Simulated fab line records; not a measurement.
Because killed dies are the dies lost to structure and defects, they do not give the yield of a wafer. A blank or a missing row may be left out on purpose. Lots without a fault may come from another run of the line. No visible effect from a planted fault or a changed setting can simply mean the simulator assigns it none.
Which tool did it? ; flow nand harc ; 30 wafers from 10 lots sampled at 7 of the route's 1159 steps

## WHAT THE GAUGES SHOWED, per wafer
NHARC_P_CONTACT_CD_MEAS_12: the cd target is 90 nm.
lot;measured;on;cd nm (nm)
L217;day 5 10:16;cd sem-02;91.6 91.1 91.1
L219;day 6 04:44;cd sem-02;90.8 92.5 91.8
L229;day 8 18:25;cd sem-03;91.1 90.5 84.6
L228;day 9 00:22;cd sem-03;89.5 89.5 83.7
L233;day 9 14:29;cd sem-01;89.9 90.0 89.3
L234;day 9 18:53;cd sem-03;91.4 90.2 90.9
L237;day 10 10:24;cd sem-03;89.6 89.7 89.5
L239;day 10 18:14;cd sem-02;91.1 92.4 92.2
L238;day 10 18:55;cd sem-03;90.3 89.6 89.9
L240;day 11 12:57;cd sem-02;89.8 90.6 90.6

NHARC_P_CONTACT_CD_MEAS_19.
lot;measured;on;cd nm (nm)
L217;day 5 11:22;cd sem-03;94.0 89.3 91.3
L219;day 6 05:48;cd sem-01;92.2 90.6 92.9
L229;day 8 19:32;cd sem-03;90.6 89.5 85.1
L228;day 9 01:27;cd sem-03;89.4 90.0 84.6
L233;day 9 16:04;cd sem-03;91.4 90.8 89.6
L234;day 9 20:05;cd sem-01;93.8 90.7 92.2
L237;day 10 11:28;cd sem-03;91.6 87.4 89.9
L239;day 10 19:17;cd sem-03;92.0 92.3 92.7
L238;day 10 19:59;cd sem-01;92.3 90.8 92.3
L240;day 11 14:00;cd sem-01;88.2 95.4 90.2

NHARC_END_SORT_01.
lot;measured;on;killed at array;killed at other;killed at periphery;killed dies;killed open;killed short
L229;day 22 08:38;prober-02;43 48 41;0 0 0;4 3 4;47 51 45;5 3 4;5 3 0
L228;day 22 15:31;prober-02;40 40;0 0;1 0;41 40;4 5;2 1

## WHICH TOOL RAN EACH LOT (tool, then ch and the chambers of the sampled wafers, then the start)
lot;NHARC_P_GATE_RTA_82;NHARC_P_CONTACT_EXPOSE_09;NHARC_P_CONTACT_DESCUM_17;NHARC_P_CONTACT_ALD_22
L217;rtp anneal-02 ch 0, day 5 08:27;arfi scanner-02 ch 0, day 5 10:07;rie diel-01 ch 0,1,3, day 5 10:29;ald metal-04 ch 0,1, day 5 12:21
L219;rtp anneal-01 ch 0, day 6 02:56;arfi scanner-02 ch 0, day 6 04:35;rie diel-08 ch 0,1,3, day 6 04:56;ald metal-04 ch 0,2, day 6 06:45
L229;rtp anneal-02 ch 0, day 8 16:44;arfi scanner-02 ch 0, day 8 18:16;rie diel-01 ch 0,1, day 8 18:36;ald metal-01 ch 0,1,2, day 8 20:30
L228;rtp anneal-02 ch 0, day 8 22:34;arfi scanner-02 ch 0, day 9 00:14;rie diel-01 ch 1,2, day 9 00:34;ald metal-04 ch 1,2, day 9 02:25
L233;rtp anneal-02 ch 0, day 9 12:37;arfi scanner-01 ch 0, day 9 14:20;rie diel-01 ch 0,2,3, day 9 14:41;ald metal-01 ch 1,2,3, day 9 17:05
L234;rtp anneal-02 ch 0, day 9 17:14;arfi scanner-01 ch 0, day 9 18:44;rie diel-01 ch 2,3, day 9 19:04;ald metal-04 ch 1,2, day 9 21:03
L237;rtp anneal-01 ch 0, day 10 08:34;arfi scanner-01 ch 0, day 10 10:16;rie diel-01 ch 1,3, day 10 10:35;ald metal-02 ch 0,2, day 10 12:26
L239;rtp anneal-01 ch 0, day 10 16:31;arfi scanner-01 ch 0, day 10 18:05;rie diel-08 ch 0,1,2, day 10 18:26;ald metal-01 ch 1,2,3, day 10 20:17
L238;rtp anneal-01 ch 0, day 10 17:08;arfi scanner-03 ch 0, day 10 18:47;rie diel-01 ch 1,2,3, day 10 19:07;ald metal-02 ch 0,1,2, day 10 20:58
L240;rtp anneal-02 ch 0, day 11 10:48;arfi scanner-01 ch 0, day 11 12:49;rie diel-11 ch 1,2,3, day 11 13:08;ald metal-04 ch 0,2,3, day 11 14:59
- NHARC_P_GATE_RTA_82: time 30 s.
- NHARC_P_CONTACT_EXPOSE_09: exposes mask P CA, target cd 90 nm.
- NHARC_P_CONTACT_DESCUM_17: chemistry O2, time 3 s.
- NHARC_P_CONTACT_ALD_22: deposits TiN, target thk 3 nm, pulse time 1 s, ald cycles 150.

## WHAT THE TOOLS THEMSELVES READ (means of the sampled wafers that have a number; where no wafer has one, the mark that the record gives instead)
NHARC_P_GATE_RTA_82.
lot;tool;lamp power pct (%);wafer_temp_C_max
L217;rtp anneal-02;4.22;451.4
L219;rtp anneal-01;4.70;452.2
L229;rtp anneal-02;4.22;451.1
L228;rtp anneal-02;4.23;451.2
L233;rtp anneal-02;4.22;451.5
L234;rtp anneal-02;4.22;451.7
L237;rtp anneal-01;4.69;452.0
L239;rtp anneal-01;4.70;451.5
L238;rtp anneal-01;4.70;451.9
L240;rtp anneal-02;4.22;451.6

NHARC_P_CONTACT_DESCUM_17.
lot;tool;drypump motor current A (A);oes product au (a.u.);rf vpp V (V);showerhead plenum p Torr (Torr);throttle valve pct (%)
L217;rie diel-01;5.7;1.003;57.0;1.88;11.302
L219;rie diel-08;6.2;0.998;56.8;1.88;11.310
L229;rie diel-01;5.5;0.991;57.9;1.86;11.307
L228;rie diel-01;5.4;0.997;57.4;1.82;11.313
L233;rie diel-01;5.8;0.983;58.3;1.87;11.325
L234;rie diel-01;6.1;0.984;58.0;1.90;11.313
L237;rie diel-01;5.9;0.997;58.1;1.91;11.306
L239;rie diel-08;6.1;0.984;57.0;1.87;11.321
L238;rie diel-01;5.7;0.998;58.0;1.86;11.318
L240;rie diel-11;5.4;0.996;58.5;1.96;11.311

NHARC_P_CONTACT_ALD_22.
lot;tool;heater power w (W);precursor pulse height rel
L217;ald metal-04;1019;0.993
L219;ald metal-04;994;0.992
L229;ald metal-01;1130;1.009
L228;ald metal-04;969;1.008
L233;ald metal-01;1106;1.031
L234;ald metal-04;955;1.006
L237;ald metal-02;1076;0.998
L239;ald metal-01;1119;0.987
L238;ald metal-02;1054;0.983
L240;ald metal-04;1034;0.984

## THE ANSWER, worked out from the rows above alone
Rule: usual is defined by the lots themselves. Put in order of their means at a reading, lots are off if they are a third of the lots or fewer, leave a main group of 4 or more, and stand apart from it by a gap of 3 or more times the standard deviation of the main group's means; of several such gaps the widest counts. If all means in a main group match to the digits the tables above print for the reading, that group is not used. A lot without any number at a reading at which 4 lots or more have one is off too. Any other lot the step has rows for is counted as sound. Order of review: gauges by route order, followed by the tools' own readings, for which a lot's mean as printed above is used. At the first step where some lot is off, the reading lying furthest off is the one used; lots without a number count as furthest.
No lot is off on any of the readings shown, so nothing can be concluded from this.

## WHAT HAD BEEN PUT IN BY THE SIMULATOR
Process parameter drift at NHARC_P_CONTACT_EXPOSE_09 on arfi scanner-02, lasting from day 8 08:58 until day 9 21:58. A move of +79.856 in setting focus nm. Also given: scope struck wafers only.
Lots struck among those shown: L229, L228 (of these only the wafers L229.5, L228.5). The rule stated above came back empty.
